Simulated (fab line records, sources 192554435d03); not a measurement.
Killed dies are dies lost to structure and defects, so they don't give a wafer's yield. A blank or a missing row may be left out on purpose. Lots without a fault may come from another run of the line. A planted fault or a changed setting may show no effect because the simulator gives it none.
fab line records | flow n5_finfet
record lots=6 wafers=18 last_day=17
route steps=1938 shown BEOL_M8@1337 PASSIVATION@1936
lots that met no fault: from a run of the same line without faults
start_h: hours from the record's first day to the start of the lot's first wafer shown | wait_h: hours since the lot's step before | " the same as in the row above | L1.1+2: a row that stands for several wafers | - no value, or no start given | * or withheld: withheld | < > ~ a bound
route shown NAME@n: a module of which the file shows steps, and the number in the route of the first | usual: mean/standard deviation of fault-free wafers | same: alike in all rows | chamber/n: place in a boat | sites: the reading at each site | _std_site: their standard deviation | _edge_site: outer sites' mean less inner sites' | radius_mm: how far each site lies from the wafer's centre | mask NAME#n: copy n | behind: the tool/chamber that last shaped the wafer | hold: why the lot was held/for how many hours/how that ended | device: the transistor (n, p or np) that didn't switch | end of line: the same wafers' tests at the end of the route | a step without rows: its recipe alone | killed: dies lost to structure and defects at the first sort, not the wafer's yield | map: a wafer's dies, x killed, . not, _ none there
set.NAME: the setting as run; set.NAME@STEP: as run at that earlier step | model.NAME: the simulator's own value behind a step, which no gauge read
lots at some steps of the route; a table a step, a row a wafer
services: from which hour (start_h, from the record's first day; less than 0 if before it) a tool's chamber was out of use, for how many hours, and why
## steps
# step N5_BEOL_M8_COAT_59
# recipe resist=SOC temp_c=250 time_s=60 spin_rpm=1500 resist_thk_nm=100
# step N5_BEOL_M8_COAT_60
# recipe resist=SiARC temp_c=220 time_s=60 spin_rpm=1500 resist_thk_nm=35
# step N5_BEOL_M8_COAT_05
# recipe resist=CAR-ArF spin_rpm=1500 resist_thk_nm=90
# step N5_BEOL_M8_EBR_07
# recipe solvent=PGMEA ebr_width_mm=1.5
# step N5_BEOL_M8_SOFTBAKE_06
# recipe temp_c=110 time_s=60 resist=CAR-ArF
# step N5_BEOL_M8_EXPOSE_08
# recipe mask_id=M8 na=1.35 source_shape=dipole sigma_inner=0.817 sigma_outer=0.97 polarization=te dose_mj=68.25
# step N5_BEOL_M8_PEB_09
# recipe peb_temp_c=withheld peb_time_s=60 resist=CAR-ArF
# step N5_BEOL_M8_DEVELOP_10
# recipe develop_time_s=30 developer=TMAH resist=CAR-ArF rinse_liquid=diw dry=air_spin dev_temp_c=23
# step N5_BEOL_M8_CD_MEAS_11
# recipe target_cd_nm=38.5 landing_energy_ev=500 detector=se_inlens polarity=opening
# usual cd_nm=38.1/0.81
# same landing_energy_ev=500
# columns lot.wafer tool chamber start_h wait_h cd_nm
L334.2 cd_sem-02 0 201.14 - 36.9
L334.4 " 0 " " 38.0
L334.5 " 0 " " 37.8
L341.1 cd_sem-02 0 229.40 - 36.7
L341.4 " 0 " " 36.7
L341.5 " 0 " " 36.6
L349.2 cd_sem-01 0 298.01 - 38.7
L349.4 " 0 " " 38.4
L349.6 " 0 " " 39.0
L351.1 cd_sem-03 0 305.10 - 38.3
L351.3 " 0 " " 38.7
L351.5 " 0 " " 37.8
L354.2 cd_sem-02 0 329.13 - 38.6
L354.3 " 0 " " 38.8
L354.6 " 0 " " 38.3
L357.1 cd_sem-01 0 333.34 - 38.7
L357.2 " 0 " " 38.3
L357.6 " 0 " " 38.4
# step N5_BEOL_M8_OVL_MEAS_12
# recipe points_per_wafer=44
# usual M8_OVL=0.1/0.81
# columns lot.wafer tool chamber start_h wait_h M8_OVL[nm]
L334.2 overlay-01 0 201.17 0.0 -0.6
L334.4 " 0 " " -1.0
L334.5 " 0 " " -0.7
L341.1 overlay-01 0 229.43 0.0 0.0
L341.4 " 0 " " 0.1
L341.5 " 0 " " 0.6
L349.2 overlay-02 0 298.04 0.0 1.3
L349.4 " 0 " " 1.6
L349.6 " 0 " " 1.0
L351.1 overlay-02 0 305.13 0.0 -1.1
L351.3 " 0 " " 0.4
L351.5 " 0 " " -1.1
L354.2 overlay-01 0 329.16 0.0 -0.1
L354.3 " 0 " " 0.7
L354.6 " 0 " " -0.2
L357.1 overlay-01 0 333.37 0.0 -0.2
L357.2 " 0 " " 1.1
L357.6 " 0 " " 0.7
# step N5_BEOL_M8_INSPECT_13
# recipe mode=adi inspect_instrument=brightfield
# usual raw_defect_count=424/100
# columns lot.wafer tool chamber start_h wait_h raw_defect_count
L334.2 defect_inspect-02 - 201.19 0.0 416
L334.4 " - " " 507
L334.5 " - " " 590
L341.1 defect_inspect-01 - 229.45 0.0 549
L341.4 " - " " 331
L341.5 " - " " 312
L349.2 defect_inspect-02 - 298.07 0.0 398
L349.4 " - " " 251
L349.6 " - " " 390
L351.1 defect_inspect-01 - 305.15 0.0 707
L351.3 " - " " 491
L351.5 " - " " 587
L354.2 defect_inspect-02 - 329.19 0.0 659
L354.3 " - " " 471
L354.6 " - " " 777
L357.1 defect_inspect-01 - 333.39 0.0 390
L357.2 " - " " 365
L357.6 " - " " 363
# step N5_BEOL_M8_DESCUM_16
# recipe chemistry=O2 time_s=7.9 source_power_w=50 bias_power_w=20 pressure_mtorr=20 rf_frequency_hz=2.712e+07 temp_c=40 resist=CAR-ArF o2_flow_sccm=225
# usual drypump_motor_current_A=5.6/0.39 oes_product_au=0.79/0.087 rf_vpp_V=242.7/1.2 showerhead_plenum_p_Torr=2.05/0.063 throttle_valve_pct=20.46/0.19
# columns lot.wafer tool chamber start_h wait_h drypump_motor_current_A oes_product_au rf_hours_counter_h rf_vpp_V showerhead_plenum_p_Torr throttle_valve_pct
L334.2 rie_diel-04 3 201.22 0.0 5.5 0.77 131 242.3 2.03 20.55
L334.4 " 2 " " 6.0 0.71 215 242.1 2.06 20.39
L334.5 " 2 " " 6.0 0.71 - 243.8 2.06 20.40
L341.1 rie_diel-06 0 229.62 0.2 5.7 0.93 14 242.2 2.04 20.10
L341.4 " 3 " " 5.5 0.83 82 243.6 2.03 20.31
L341.5 " 0 " " 5.7 0.93 - 242.2 2.04 20.12
L349.2 rie_diel-06 2 298.10 0.0 5.5 0.71 222 243.6 2.07 20.79
L349.4 " 0 " " 5.7 0.88 36 241.4 2.03 20.13
L349.6 " 3 " " 5.5 0.80 - 241.2 2.02 20.36
L351.1 rie_diel-06 2 305.19 0.0 5.5 0.71 224 244.0 2.07 20.81
L351.3 " 3 " " 5.5 0.80 110 241.6 2.02 20.38
L351.5 " 2 " " 5.5 0.71 - 241.4 2.07 20.80
L354.2 rie_diel-04 1 329.22 0.0 5.1 0.72 209 241.0 1.97 20.73
L354.3 " 0 " " 6.1 0.95 9 244.9 2.16 20.32
L354.6 " 2 " " 6.0 0.97 - 243.1 2.04 20.14
L357.1 rie_diel-02 3 333.46 0.1 5.2 0.77 107 242.7 2.01 20.53
L357.2 " 0 " " 5.9 0.94 19 244.6 2.15 20.30
L357.6 " 0 " " 5.9 0.94 - 243.8 2.15 20.29
# step N5_BEOL_M8_ETCH_61
# recipe chemistry=CF4 target=SiARC target_depth_a=455 mask_material=CAR-ArF time_s=75.8 ion_energy_ev=80 pressure_mtorr=40 source_w=545 bias_w=36 Ar_flow_sccm=100 cf4_flow_sccm=100 ends=cleared
# usual bias_w=35.99/0.11 drypump_motor_current_A=5.6/0.39 etch_rf_on_time_s=76.0/2.3 oes_product_au=0.67/0.076 rf_vpp_V=183.6/1 showerhead_plenum_p_Torr=2.10/0.046 throttle_valve_pct=15.66/0.22
# columns lot.wafer tool chamber start_h wait_h bias_w drypump_motor_current_A etch_rf_on_time_s oes_product_au rf_hours_counter_h rf_vpp_V showerhead_plenum_p_Torr throttle_valve_pct
L334.2 rie_diel-04 3 201.26 0.0 36.17 5.5 72.4 0.67 131 183.0 2.08 15.71
L334.4 " 2 " " 35.93 6.0 77.0 0.59 215 182.3 2.11 15.67
L334.5 " 2 " " 35.91 6.0 77.5 0.59 - 183.8 2.11 15.67
L341.1 rie_diel-06 0 229.65 0.0 35.99 5.7 74.3 0.79 14 184.1 2.09 15.26
L341.4 " 3 " " 36.09 5.5 77.9 0.70 82 182.6 2.10 15.58
L341.5 " 0 " " 36.03 5.7 73.8 0.80 - 183.3 2.09 15.27
L349.2 rie_diel-06 2 298.14 0.0 38.34 5.5 79.0 0.60 222 191.6 2.11 15.93
L349.4 " 0 " " 38.16 5.7 70.7 0.78 36 190.4 2.09 15.30
L349.6 " 3 " " 38.49 5.5 74.9 0.70 - 190.1 2.09 15.64
L351.1 rie_diel-06 2 305.22 0.0 38.13 5.5 78.6 0.60 224 189.3 2.11 15.92
L351.3 " 3 " " 38.34 5.5 74.4 0.69 110 189.5 2.09 15.64
L351.5 " 2 " " 38.18 5.5 78.7 0.60 - 191.5 2.11 15.92
L354.2 rie_diel-04 1 329.26 0.0 36.08 5.1 75.3 0.61 209 182.8 2.04 16.03
L354.3 " 0 " " 36.12 6.1 75.9 0.79 9 185.3 2.17 15.22
L354.6 " 2 " " 36.00 6.0 75.1 0.81 - 183.3 2.09 15.26
L357.1 rie_diel-02 3 333.49 0.0 35.88 5.2 72.8 0.69 107 182.2 2.08 15.83
L357.2 " 0 " " 35.97 5.9 75.5 0.79 19 183.5 2.20 15.34
L357.6 " 0 " " 36.02 5.9 76.3 0.79 - 185.4 2.20 15.34
# step N5_BEOL_M8_ETCH_62
# recipe chemistry=N2/H2 target=SOC target_depth_a=1100 overetch_a=220 mask_material=SiARC temp_c=40 time_s=165 ion_energy_ev=200 pressure_mtorr=30 source_w=840 bias_w=150 n2_flow_sccm=200 h2_flow_sccm=200
# usual bias_w=150.0/0.51 drypump_motor_current_A=5.6/0.39 oes_product_au=0.67/0.07 rf_vpp_V=522.5/1.9 showerhead_plenum_p_Torr=2.50/0.071 throttle_valve_pct=17.9/0.31
# columns lot.wafer tool chamber start_h wait_h bias_w drypump_motor_current_A oes_product_au rf_hours_counter_h rf_vpp_V showerhead_plenum_p_Torr throttle_valve_pct
L334.2 rie_diel-04 3 201.32 0.0 149.2 5.5 0.65 132 520.2 2.41 17.5
L334.4 " 2 " " 150.5 6.0 0.59 215 522.6 2.50 17.7
L334.5 " 2 " " 149.9 6.0 0.60 - 523.8 2.50 17.7
L341.1 rie_diel-06 0 229.71 0.0 150.3 5.7 0.78 14 524.5 2.51 17.6
L341.4 " 3 " " 150.3 5.5 0.71 82 521.2 2.46 17.7
L341.5 " 0 " " 150.1 5.7 0.78 - 523.3 2.51 17.6
L349.2 rie_diel-06 2 298.19 0.0 150.1 5.5 0.61 222 523.7 2.54 18.4
L349.4 " 0 " " 149.5 5.7 0.75 36 522.8 2.50 17.7
L349.6 " 3 " " 149.5 5.5 0.69 - 520.7 2.45 17.8
L351.1 rie_diel-06 2 305.28 0.0 149.5 5.5 0.60 224 524.2 2.54 18.4
L351.3 " 3 " " 150.2 5.5 0.68 110 521.8 2.45 17.8
L351.5 " 2 " " 150.1 5.5 0.60 - 521.7 2.54 18.4
L354.2 rie_diel-04 1 329.31 0.0 149.8 5.1 0.60 209 519.8 2.43 18.5
L354.3 " 0 " " 150.5 6.1 0.79 9 523.8 2.61 17.6
L354.6 " 2 " " 150.1 6.0 0.81 - 521.5 2.48 17.4
L357.1 rie_diel-02 3 333.55 0.0 150.0 5.2 0.67 107 521.6 2.48 18.2
L357.2 " 0 " " 149.8 5.9 0.78 19 525.0 2.60 17.5
L357.6 " 0 " " 149.6 5.9 0.78 - 525.4 2.60 17.5
# step N5_PASSIVATION_PROBE_49
# usual defect_limited_yield=91.3/1.5 killed_at_M0_to_M3=35/8.7 killed_at_M4_up=14/5.5 killed_at_contacts=11/5.6 killed_at_front_end=39/13 killed_at_other=3.7/2.2 killed_dies=103/18 killed_open=69/14 killed_short=33/7.8 sort_bin_4_leakage=0.02/0.15 sort_bin_5_function=5.1/0.99 sort_bin_6_memory=3.3/0.67 sort_n_pass=1077/18 sort_yield_pct=91.2/1.5
# same gross_dies=1180 killed_at_back_side=0 sort_bin_8_speed[%]=0
# columns lot.wafer tool chamber start_h wait_h defect_limited_yield[%] killed_at_M0_to_M3 killed_at_M4_up killed_at_contacts killed_at_front_end killed_at_other killed_dies killed_open killed_short sort_bin_4_leakage[%] sort_bin_5_function[%] sort_bin_6_memory[%] sort_n_pass sort_yield_pct[%]
L334.2 prober-02 - 267.66 0.1 91.9 32 8 19 35 2 96 67 28 0 5.4 2.5 1084 91.9
L334.4 prober-02 - 267.76 0.2 90.7 45 14 11 34 6 110 75 30 0 5.1 4.2 1070 90.7
L334.5 prober-02 - 267.81 0.2 91.3 36 13 16 35 3 103 72 29 0 5.8 2.7 1077 91.3
L341.1 prober-01 - 302.80 0.0 92.4 24 21 5 36 4 90 59 28 0 4.6 2.8 1090 92.4
L341.4 prober-01 - 302.95 0.2 93.4 18 11 16 31 2 78 55 23 0 3.9 2.4 1102 93.4
L341.5 prober-01 - 303.00 0.2 91.4 31 13 13 38 7 102 59 42 0 6.3 2.1 1078 91.4
L349.2 prober-02 - 376.61 0.1 90.0 30 22 21 36 9 118 90 28 0 5.8 4.1 1062 90.0
L349.4 prober-02 - 376.71 0.2 91.5 37 12 8 38 5 100 69 31 0 5.2 3.0 1080 91.5
L349.6 prober-02 - 376.81 0.3 92.8 18 8 16 37 6 85 55 30 1.78 3.7 3.4 1074 91.0
L351.1 prober-01 - 377.95 0.0 94.5 23 12 5 21 4 65 41 22 0 3.6 1.7 1115 94.5
L351.3 prober-01 - 378.05 0.1 94.7 12 11 18 12 9 62 38 20 0 2.5 2.5 1118 94.7
L351.5 prober-01 - 378.15 0.2 94.4 30 13 4 14 5 66 51 15 0 3.3 2.3 1114 94.4
L357.1 prober-01 - 404.94 0.0 89.7 42 17 18 43 1 121 71 48 0 6.6 3.4 1059 89.7
L357.2 prober-01 - 404.99 0.1 89.5 44 13 22 45 0 124 83 41 0 6.8 3.5 1056 89.5
L357.6 prober-01 - 405.19 0.3 89.0 46 24 10 49 1 130 79 50 0 6.4 4.0 1050 89.0
L354.2 prober-02 - 412.47 0.1 89.7 34 12 12 61 3 122 77 42 0.08 5.8 3.6 1057 89.6
L354.3 prober-02 - 412.52 0.1 90.3 40 8 17 47 2 114 70 44 0 6.3 3.1 1066 90.3
L354.6 prober-02 - 412.67 0.3 91.0 32 13 10 47 4 106 59 38 0 4.9 2.7 1074 91.0
# killed by level:class
L334.2 BEOL_M3:geometric_particle:open=14 STI_FIN_REVEAL:geometric_particle:open=12 MOL_CONTACT_COAG:geometric_particle:open=12 FIN_SAQP:geometric_particle:open=9 MOL_CONTACT_COAG:geometric_particle:short=7 BEOL_M0_SAQP:geometric_particle:open=6 BEOL_M0_SAQP:geometric_particle:short=5 FIN_SAQP:geometric_particle:short=2
L334.4 STI_FIN_REVEAL:geometric_particle:open=14 BEOL_M0_SAQP:geometric_particle:open=11 BEOL_M2:geometric_particle:open=9 BEOL_M3:geometric_particle:open=8 MOL_CONTACT_COAG:geometric_particle:open=7 BEOL_M0_SAQP:geometric_particle:short=7 BEOL_M4:geometric_particle:open=6 FIN_SAQP:geometric_particle:short=4
L334.5 MOL_CONTACT_COAG:geometric_particle:open=13 BEOL_M0_SAQP:geometric_particle:open=10 FIN_SAQP:geometric_particle:open=8 STI_FIN_REVEAL:geometric_particle:open=8 BEOL_M3:geometric_particle:open=7 BEOL_M0_SAQP:geometric_particle:short=5 BEOL_M2:geometric_particle:open=4 STARTING-WAFER:geometric_particle:open=4
L341.1 BEOL_M4:geometric_particle:open=8 DUMMY_GATE:geometric_particle:open=7 GATE_CUT:geometric_particle:short=6 BEOL_M0_SAQP:geometric_particle:short=6 BEOL_M0_SAQP:geometric_particle:open=6 FIN_SAQP:geometric_particle:open=5 BEOL_M1:geometric_particle:open=5 GATE_CUT:geometric_particle:open=4
L341.4 MOL_CONTACT_COAG:geometric_particle:open=13 FIN_SAQP:geometric_particle:open=7 BEOL_M0_SAQP:geometric_particle:open=7 BEOL_M4:geometric_particle:open=6 FIN_SAQP:geometric_particle:short=5 BEOL_M3:geometric_particle:open=5 STI_FIN_REVEAL:geometric_particle:open=4 STARTING-WAFER:geometric_particle:short=3
L341.5 FIN_SAQP:geometric_particle:open=10 MOL_CONTACT_COAG:geometric_particle:open=9 FIN_SAQP:geometric_particle:short=6 BEOL_M2:geometric_particle:short=6 BEOL_M3:geometric_particle:open=6 BEOL_M2:geometric_particle:open=5 BEOL_M3:geometric_particle:short=5 BEOL_M4:geometric_particle:open=5
L349.2 BEOL_M4:geometric_particle:open=20 MOL_CONTACT_COAG:geometric_particle:open=19 FIN_SAQP:geometric_particle:open=7 BEOL_M0_SAQP:geometric_particle:open=7 BEOL_M1:geometric_particle:open=7 FIN_SAQP:geometric_particle:short=6 DUMMY_GATE:geometric_particle:open=4 BEOL_M2:geometric_particle:open=4
L349.4 STI_FIN_REVEAL:geometric_particle:open=12 BEOL_M0_SAQP:geometric_particle:open=9 BEOL_M0_SAQP:geometric_particle:short=8 MOL_CONTACT_COAG:geometric_particle:open=7 BEOL_M4:geometric_particle:open=7 FIN_SAQP:geometric_particle:open=6 BEOL_M1:geometric_particle:open=5 BEOL_M3:geometric_particle:open=5
L349.6 FIN_SAQP:geometric_particle:short=9 MOL_CONTACT_COAG:geometric_particle:open=9 BEOL_M1:geometric_particle:open=9 FIN_SAQP:geometric_particle:open=8 MOL_CONTACT_COAG:geometric_particle:short=7 STI_FIN_REVEAL:geometric_particle:open=5 BEOL_M4:geometric_particle:open=5 BEOL_M0_SAQP:geometric_particle:open=4
L351.1 BEOL_M2:geometric_particle:open=6 STI_FIN_REVEAL:geometric_particle:open=5 STARTING-WAFER:geometric_particle:short=5 BEOL_M1:geometric_particle:open=4 FIN_SAQP:geometric_particle:open=3 MOL_CONTACT_COAG:geometric_particle:open=3 BEOL_M0_SAQP:geometric_particle:short=3 BEOL_M0_SAQP:geometric_particle:open=3
L351.3 MOL_CONTACT_COAG:geometric_particle:open=14 MOL_CONTACT_COAG:geometric_particle:short=4 FIN_SAQP:geometric_particle:open=3 BEOL_M3:geometric_particle:open=3 ILD0:geometric_particle:short=3 BEOL_M5:coat_microbubble_printed=3 BEOL_M4:geometric_particle:open=3 BEOL_M4:geometric_particle:short=3
L351.5 BEOL_M3:geometric_particle:open=10 BEOL_M0_SAQP:geometric_particle:open=7 BEOL_M2:geometric_particle:open=7 STI_FIN_REVEAL:geometric_particle:short=5 STI_FIN_REVEAL:geometric_particle:open=4 MOL_CONTACT_COAG:geometric_particle:open=4 BEOL_M5:geometric_particle:open=4 BEOL_M0_SAQP:geometric_particle:short=3
L357.1 MOL_CONTACT_COAG:geometric_particle:open=14 STI_FIN_REVEAL:geometric_particle:open=11 BEOL_M3:geometric_particle:short=10 FIN_SAQP:geometric_particle:open=9 BEOL_M0_SAQP:geometric_particle:short=7 GATE_CUT:geometric_particle:short=6 BEOL_M0_SAQP:geometric_particle:open=6 BEOL_M3:geometric_particle:open=6
L357.2 BEOL_M0_SAQP:geometric_particle:open=19 MOL_CONTACT_COAG:geometric_particle:open=18 FIN_SAQP:geometric_particle:short=11 FIN_SAQP:geometric_particle:open=10 BEOL_M0_SAQP:geometric_particle:short=10 BEOL_M4:geometric_particle:open=10 STI_FIN_REVEAL:geometric_particle:open=7 MOL_CONTACT_COAG:geometric_particle:short=4
L357.6 BEOL_M0_SAQP:geometric_particle:short=14 FIN_SAQP:geometric_particle:short=12 FIN_SAQP:geometric_particle:open=12 STI_FIN_REVEAL:geometric_particle:open=12 BEOL_M0_SAQP:geometric_particle:open=11 BEOL_M4:geometric_particle:open=10 BEOL_M3:geometric_particle:open=8 MOL_CONTACT_COAG:geometric_particle:open=6
L354.2 FIN_SAQP:geometric_particle:short=15 STI_FIN_REVEAL:geometric_particle:open=14 MOL_CONTACT_COAG:geometric_particle:open=11 FIN_SAQP:geometric_particle:open=10 BEOL_M1:geometric_particle:open=10 BEOL_M3:geometric_particle:open=6 DUMMY_GATE:geometric_particle:open=5 BEOL_M0_SAQP:geometric_particle:short=5
L354.3 MOL_CONTACT_COAG:geometric_particle:open=14 FIN_SAQP:geometric_particle:short=10 BEOL_M1:geometric_particle:open=9 STI_FIN_REVEAL:geometric_particle:open=8 BEOL_M0_SAQP:geometric_particle:short=8 BEOL_M3:geometric_particle:open=8 FIN_SAQP:geometric_particle:open=7 DUMMY_GATE:geometric_particle:open=7
L354.6 STI_FIN_REVEAL:geometric_particle:open=11 HKMG_FIN:area_etch=9 MOL_CONTACT_COAG:geometric_particle:open=8 BEOL_M2:geometric_particle:open=6 BEOL_M0_SAQP:geometric_particle:short=5 BEOL_M3:geometric_particle:open=5 FIN_SAQP:geometric_particle:open=4 GATE_CUT:geometric_particle:short=4
## services
# columns tool chamber start_h hours kind
rie_diel-02 - 177.25 2.8 pm
rie_diel-06 0 177.60 - clean
rie_diel-06 0 177.60 - consumable_replace:focus_ring
rie_diel-06 0 177.60 13.5 scheduled_down
rie_diel-06 0 177.60 13.5 vent_cycle
rie_diel-04 2 179.58 5.0 repair
rie_diel-02 0 197.42 3.8 repair
rie_diel-02 0 240.73 - clean
rie_diel-02 0 240.73 - consumable_replace:focus_ring
rie_diel-06 0 247.66 11.7 repair
rie_diel-04 3 275.02 10.0 repair
rie_diel-06 3 280.34 5.1 repair
rie_diel-04 0 285.05 - clean
rie_diel-04 0 285.05 - consumable_replace:focus_ring
rie_diel-04 0 285.05 18.8 scheduled_down
rie_diel-04 0 285.05 18.8 vent_cycle
rie_diel-04 2 304.11 - clean
rie_diel-04 2 304.11 - consumable_replace:focus_ring
rie_diel-04 2 304.11 12.8 scheduled_down
rie_diel-04 2 304.11 12.8 vent_cycle
rie_diel-02 1 317.81 - clean
rie_diel-02 1 317.81 - consumable_replace:focus_ring
rie_diel-02 1 317.81 - consumable_replace:showerhead
rie_diel-02 1 317.81 17.8 scheduled_down
## key
first_sign step=N5_BEOL_M8_ETCH_61 reading=bias_w direction=up sigmas=20 usual=* struck=*
effect step=N5_BEOL_M8_ETCH_61 reading=rf_vpp_V direction=up sigmas=6.7 usual=183.6 struck=190.4
met_at N5_BEOL_M8_ETCH_61
struck_wafers L349.2,L349.4,L349.6,L351.1,L351.3,L351.5
onset_between 229.65 298.14
fault kind=process_parameter_drift tool=rie_diel-06 chamber=- onset_h=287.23 steps=N5_BEOL_M8_ETCH_61 channel=bias_w offset=* shape=step end_h=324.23 acts_in=* stated=*
